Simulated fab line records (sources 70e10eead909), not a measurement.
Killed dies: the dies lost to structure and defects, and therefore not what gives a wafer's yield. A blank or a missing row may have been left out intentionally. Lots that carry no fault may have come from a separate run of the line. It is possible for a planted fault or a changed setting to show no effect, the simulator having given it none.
Chamber matching | flow nand-harc | rie-diel-07 running NHARC_P_GATE_STRIP_108: 4 sister chambers
The step strips in O2. 4 wafers are shown with their chamber, then 9 later ones without.

WAFERS PAIRED WITH THEIR CHAMBERS
wafer  | chamber | showerhead-plenum-p-Torr (Torr)
L079.6 | 3       | 3.66
L080.1 | 0       | 3.62
L080.4 | 1       | 3.37
L080.6 | 2       | 3.67

WAFERS WHOSE CHAMBER IS MISSING
wafer  | showerhead-plenum-p-Torr (Torr)
L082.1 | 3.67
L082.2 | 3.37
L082.4 | 3.62
L091.1 | 3.65
L091.2 | 3.37
L091.5 | 3.62
L097.1 | 3.67
L097.2 | 3.37
L097.4 | 3.65

EACH ONE'S CHAMBER
wafer  | from the rows above | in truth
L082.1 | 2                   | 2
L082.2 | 1                   | 1
L082.4 | 0                   | 0
L091.1 | 3                   | 3
L091.2 | 1                   | 1
L091.5 | 0                   | 0
L097.1 | 2                   | 2
L097.2 | 1                   | 1
L097.4 | 3                   | 3
Placed correctly: 9 of 9. Left unplaced by these rows: 0. Placed wrongly: 0.
How it was worked out, from the rows above alone: a wafer's distance from a chamber is the root of the sum, over the readings, of the square of ((its reading less the chamber's mean) divided by the reading's scatter). If the next closest chamber is less than 2 further off than the closest, the wafer can't be placed; otherwise it belongs to the closest. Each chamber's mean is taken over the wafers shown for it. The scatter (one wafer shown for each chamber): square how far every hidden wafer sits from the nearest shown wafer, average those squares and take the square root.
